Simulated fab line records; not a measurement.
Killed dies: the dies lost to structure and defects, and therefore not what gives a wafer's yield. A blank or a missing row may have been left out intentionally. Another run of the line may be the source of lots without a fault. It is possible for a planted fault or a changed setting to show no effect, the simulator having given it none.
Matching of chambers :: flow n5_finfet :: 3 sister chambers for N5_BEOL_M2_PRE_CLEAN_60 on cvd_co-01
The step time 15 s. 18 wafers are shown with their chamber, then 9 later ones without.

WAFERS WITH THEIR CHAMBER
wafer: L473.1
chamber: 2
heater_power_w (W): 86

wafer: L473.3
chamber: 0
heater_power_w (W): 66

wafer: L473.5
chamber: 0
heater_power_w (W): 63

wafer: L474.2
chamber: 2
heater_power_w (W): 85

wafer: L474.6
chamber: 1
heater_power_w (W): 108

wafer: L477.1
chamber: 1
heater_power_w (W): 109

wafer: L477.4
chamber: 0
heater_power_w (W): 63

wafer: L477.6
chamber: 1
heater_power_w (W): 108

wafer: L478.1
chamber: 1
heater_power_w (W): 109

wafer: L478.2
chamber: 2
heater_power_w (W): 85

wafer: L478.3
chamber: 0
heater_power_w (W): 63

wafer: L481.1
chamber: 0
heater_power_w (W): 64

wafer: L481.3
chamber: 1
heater_power_w (W): 113

wafer: L485.1
chamber: 1
heater_power_w (W): 115

wafer: L485.5
chamber: 0
heater_power_w (W): 65

wafer: L486.1
chamber: 0
heater_power_w (W): 65

wafer: L486.2
chamber: 2
heater_power_w (W): 86

wafer: L486.3
chamber: 1
heater_power_w (W): 109

SIGNATURES, as means of the wafers listed above
reading: heater_power_w
chamber 0: 64.14
chamber 1: 110.14
chamber 2: 85.50
scatter within a chamber: 1.91
Rule: for a wafer and a chamber, the distance is found by dividing, reading by reading, the gap between the wafer's reading and the chamber's mean by the reading's scatter, squaring, summing and taking the root. If the next closest chamber is less than 2 further off than the closest, the wafer can't be placed; otherwise it belongs to the closest. How the scatter is found: for the shown wafers, subtract from each reading the mean of its chamber, square and add these, divide the total by (wafers less chambers), then take the root.

WAFERS WITHOUT THEIR CHAMBER
wafer: L494.1
heater_power_w (W): 64

wafer: L494.3
heater_power_w (W): 88

wafer: L494.6
heater_power_w (W): 112

wafer: L495.2
heater_power_w (W): 65

wafer: L495.3
heater_power_w (W): 85

wafer: L495.6
heater_power_w (W): 66

wafer: L496.1
heater_power_w (W): 110

wafer: L496.3
heater_power_w (W): 86

wafer: L496.6
heater_power_w (W): 65

CHAMBER TAKEN BY EACH
wafer: L494.1
from the rows above: 0
in truth: 0

wafer: L494.3
from the rows above: 2
in truth: 2

wafer: L494.6
from the rows above: 1
in truth: 1

wafer: L495.2
from the rows above: 0
in truth: 0

wafer: L495.3
from the rows above: 2
in truth: 2

wafer: L495.6
from the rows above: 0
in truth: 0

wafer: L496.1
from the rows above: 1
in truth: 1

wafer: L496.3
from the rows above: 2
in truth: 2

wafer: L496.6
from the rows above: 0
in truth: 0
9 of 9 placed correctly. Can't be placed from these rows: 0. Wrongly placed: 0.
